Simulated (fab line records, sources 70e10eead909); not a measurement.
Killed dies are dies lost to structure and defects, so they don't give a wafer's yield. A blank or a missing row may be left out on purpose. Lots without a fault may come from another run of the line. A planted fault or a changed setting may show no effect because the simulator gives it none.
Which tool did it? | flow nand_harc | 12 lots, 36 wafers sampled, at 6 steps of a route of 1159

WHAT THE GAUGES READ, wafer by wafer
NHARC_P_M2_INSPECT_11. Usual: raw_defect_count 4.3, standard deviation 2.5.
lot  | measured     | on                | raw_defect_count | flag
L290 | day 6 04:28  | defect_inspect-01 | 5 2 4            |
L292 | day 6 14:52  | defect_inspect-02 | 3 4 7            |
L293 | day 7 00:44  | defect_inspect-01 | 4 1 8            |
L294 | day 7 08:32  | defect_inspect-02 | 9 6 6            |
L296 | day 7 22:40  | defect_inspect-02 | 385 370 383      | OFF
L297 | day 7 23:49  | defect_inspect-02 | 365 387 385      | OFF
L304 | day 9 16:27  | defect_inspect-02 | 3 7 6            |
L306 | day 10 04:01 | defect_inspect-02 | 3 0 8            |
L307 | day 10 04:47 | defect_inspect-01 | 7 2 2            |
L305 | day 10 05:22 | defect_inspect-02 | 1 1 4            |
L309 | day 10 15:06 | defect_inspect-01 | 6 1 2            |
L311 | day 11 11:10 | defect_inspect-02 | 8 5 7            |

NHARC_END_SORT_01. Usual: defect_limited_yield 95.5 %, standard deviation 1.4; killed_at_array 27, standard deviation 9.8; killed_at_other 0.6, standard deviation 0.83; killed_at_periphery 3.5, standard deviation 2.4; killed_dies 31, standard deviation 9.6; killed_open 3.1, standard deviation 1.9; killed_short 2.0, standard deviation 1.5; sort_bin_2_pct 1.4 %, standard deviation 0.6; sort_bin_3_pct 0.26 %, standard deviation 0.23; sort_bin_4_pct 2.8 %, standard deviation 0.89; sort_n_pass 646, standard deviation 9.6; sort_rim_yield_pct 96.6 %, standard deviation 2.5; sort_yield_pct 95.5 %, standard deviation 1.4.
lot  | measured     | on        | defect_limited_yield (%) | killed_at_array | killed_at_other | killed_at_periphery | killed_dies | killed_open | killed_short | sort_bin_2_pct (%) | sort_bin_3_pct (%) | sort_bin_4_pct (%) | sort_n_pass | sort_rim_yield_pct (%) | sort_yield_pct (%) | flag
L292 | day 20 11:13 | prober-01 | 96.8 96.5 97.2           | 19 22 12        | 0 0 0           | 3 2 7               | 22 24 19    | 4 1 3       | 0 1 0        | 1.0 1.0 0.7        | 0.15 0.30 0.15     | 2.1 2.2 1.9        | 655 653 658 | 98.1 98.1 96.2         | 96.8 96.5 97.2     |
L296 | day 21 17:29 | prober-01 | 85.5 85.5 82.4           | 18 23 26        | 1 1 2           | 79 74 91            | 98 98 119   | 4 4 3       | 4 4 3        | 6.4 6.8 7.4        | 2.51 2.36 4.43     | 5.6 5.3 5.8        | 579 579 558 | 93.4 85.8 93.4         | 85.5 85.5 82.4     | OFF
L297 | day 21 10:04 | prober-02 | 83.8 85.1 82.9           | 29 20 29        | 1 1 0           | 80 80 87            | 110 101 116 | 2 1 3       | 0 0 2        | 7.5 5.9 7.4        | 2.51 2.81 2.81     | 6.2 6.2 6.9        | 567 576 561 | 93.4 99.1 96.2         | 83.8 85.1 82.9     | OFF
L304 | day 23 11:34 | prober-02 | 95.3 95.0 94.1           | 26 29 34        | 0 2 2           | 6 3 4               | 32 34 40    | 4 2 4       | 3 4 1        | 1.2 1.5 2.5        | 0.30 0.30 0.15     | 3.2 3.2 3.2        | 645 643 637 | 86.8 96.2 98.1         | 95.3 95.0 94.1     |

WHICH TOOL RAN EACH LOT (tool, then ch and the chambers of the sampled wafers, then the start)
lot  | NHARC_P_M1_DEGAS_29          | NHARC_P_M1_ANNEAL_31             | NHARC_P_M2_DEP_00               | NHARC_P_M2_PVD_21
L290 | pvd_sputter-02, day 6 01:11  | rtp_anneal-02 ch 0, day 6 01:56  | pecvd-04 ch 0,1, day 6 03:30    | pvd_sputter-03, no start
L292 | pvd_sputter-01, day 6 11:42  | rtp_anneal-01 ch 0, day 6 12:42  | pecvd-04 ch 0,1, day 6 14:02    | pvd_sputter-03, day 20 11:13 or earlier
L293 | pvd_sputter-01, day 6 21:41  | rtp_anneal-02 ch 0, day 6 22:25  | pecvd-03 ch 0,2, day 6 23:50    | pvd_sputter-01, no start
L294 | pvd_sputter-02, day 7 05:27  | rtp_anneal-01 ch 0, day 7 06:21  | pecvd-02 ch 0,1,2, day 7 07:43  | pvd_sputter-01, no start
L296 | pvd_sputter-02, day 7 19:37  | rtp_anneal-01 ch 0, day 7 20:21  | pecvd-04 ch 0,1,2, day 7 21:42  | pvd_sputter-02, day 21 17:29 or earlier
L297 | pvd_sputter-02, day 7 20:43  | rtp_anneal-01 ch 0, day 7 21:28  | pecvd-04 ch 0,2, day 7 22:51    | pvd_sputter-03, day 21 10:04 or earlier
L304 | pvd_sputter-01, day 9 12:43  | rtp_anneal-01 ch 0, day 9 13:32  | pecvd-03 ch 0,1, day 9 15:43    | pvd_sputter-02, day 23 11:34 or earlier
L306 | pvd_sputter-01, day 10 01:04 | rtp_anneal-02 ch 0, day 10 01:48 | pecvd-02 ch 0,2, day 10 03:11   | pvd_sputter-03, no start
L307 | pvd_sputter-03, day 10 01:39 | rtp_anneal-01 ch 0, day 10 02:26 | pecvd-03 ch 1,2, day 10 03:50   | pvd_sputter-01, no start
L305 | pvd_sputter-01, day 10 02:13 | rtp_anneal-02 ch 0, day 10 02:59 | pecvd-03 ch 0,1,2, day 10 04:23 | pvd_sputter-01, no start
L309 | pvd_sputter-02, day 10 11:59 | rtp_anneal-01 ch 0, day 10 12:51 | pecvd-02 ch 0,1,2, day 10 14:16 | pvd_sputter-03, no start
L311 | pvd_sputter-03, day 11 08:05 | rtp_anneal-01 ch 0, day 11 08:50 | pecvd-02 ch 0,1,2, day 11 10:13 | pvd_sputter-01, no start
- NHARC_P_M1_DEGAS_29: time 60 s.
- NHARC_P_M1_ANNEAL_31: time 90 s.
- NHARC_P_M2_DEP_00: deposits SiOC, target thk 182.5 nm.
- NHARC_P_M2_PVD_21: deposits Cu, target thk 30 nm, time 20.49 s.

WHAT THE TOOLS THEMSELVES READ (means of the sampled wafers that have a number; where no wafer has one, the mark that the record gives instead)
NHARC_P_M1_DEGAS_29. Usual: heater_power_w 327 W, standard deviation 28.
lot  | tool           | heater_power_w (W) | flag
L290 | pvd_sputter-02 | 363                |
L292 | pvd_sputter-01 | 324                |
L293 | pvd_sputter-01 | 324                |
L294 | pvd_sputter-02 | 370                |
L296 | pvd_sputter-02 | 344                |
L297 | pvd_sputter-02 | 340                |
L304 | pvd_sputter-01 | 321                |
L306 | pvd_sputter-01 | 322                |
L307 | pvd_sputter-03 | 311                |
L305 | pvd_sputter-01 | 328                |
L309 | pvd_sputter-02 | 345                |
L311 | pvd_sputter-03 | 311                |

NHARC_P_M1_ANNEAL_31. Usual: wafer_temp_C_max 225.93, standard deviation 0.24.
lot  | tool          | wafer_temp_C_max | flag
L290 | rtp_anneal-02 | 225.74           |
L292 | rtp_anneal-01 | 225.93           |
L293 | rtp_anneal-02 | 225.94           |
L294 | rtp_anneal-01 | 226.02           |
L296 | rtp_anneal-01 | 226.06           |
L297 | rtp_anneal-01 | 226.07           |
L304 | rtp_anneal-01 | 226.06           |
L306 | rtp_anneal-02 | 225.58           |
L307 | rtp_anneal-01 | 226.24           |
L305 | rtp_anneal-02 | 225.96           |
L309 | rtp_anneal-01 | 226.02           |
L311 | rtp_anneal-01 | 225.89           |

NHARC_P_M2_PVD_21. Usual: throttle_valve_pct 29.9 %, standard deviation 0.83.
lot  | tool           | throttle_valve_pct (%) | flag
L290 | pvd_sputter-03 | 29.4                   |
L292 | pvd_sputter-03 | 29.3                   |
L293 | pvd_sputter-01 | 31.2                   |
L294 | pvd_sputter-01 | 30.2                   |
L296 | pvd_sputter-02 | 30.4                   |
L297 | pvd_sputter-03 | 29.3                   |
L304 | pvd_sputter-02 | 29.8                   |
L306 | pvd_sputter-03 | 29.9                   |
L307 | pvd_sputter-01 | 30.2                   |
L305 | pvd_sputter-01 | 30.1                   |
L309 | pvd_sputter-03 | 29.8                   |
L311 | pvd_sputter-01 | 30.5                   |

THE ANSWER, worked out from the rows above alone
Rule: a lot is off if the mean of its wafers that have a number lies more than 3 standard deviations from the usual mean. A lot without any number at a reading at which 4 lots or more have one is off too. The other lots that the step has rows for count as sound. The gauges are gone through in route order, then the tools' own readings, and for those a lot's mean is taken as printed above. The first step at which some lot is off is used, and at that step the reading that is off furthest; a lot without a number counts as furthest.
Off: L296, L297, at NHARC_P_M2_INSPECT_11 (raw_defect_count).
A tool fits if, at a process step before that reading, it ran every lot that is off, and no sound lot after the first of them. The gauges at NHARC_P_M2_INSPECT_11 aren't tried: what is off there is off at NHARC_END_SORT_01 too, on other tools, and a gauge's error can't cause that. One fits: pecvd-04 at NHARC_P_M2_DEP_00. Its last sound lot is L292 (day 6 14:02), its first lot that is off L296 (day 7 21:42): a fault that began between those two fits.

WHAT THE SIMULATOR HAD PUT IN
Chamber particle source: pecvd-04, from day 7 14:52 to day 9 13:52, at NHARC_P_M2_DEP_00. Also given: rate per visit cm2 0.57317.
Lots struck among those shown: L296, L297. The rule above found the same.
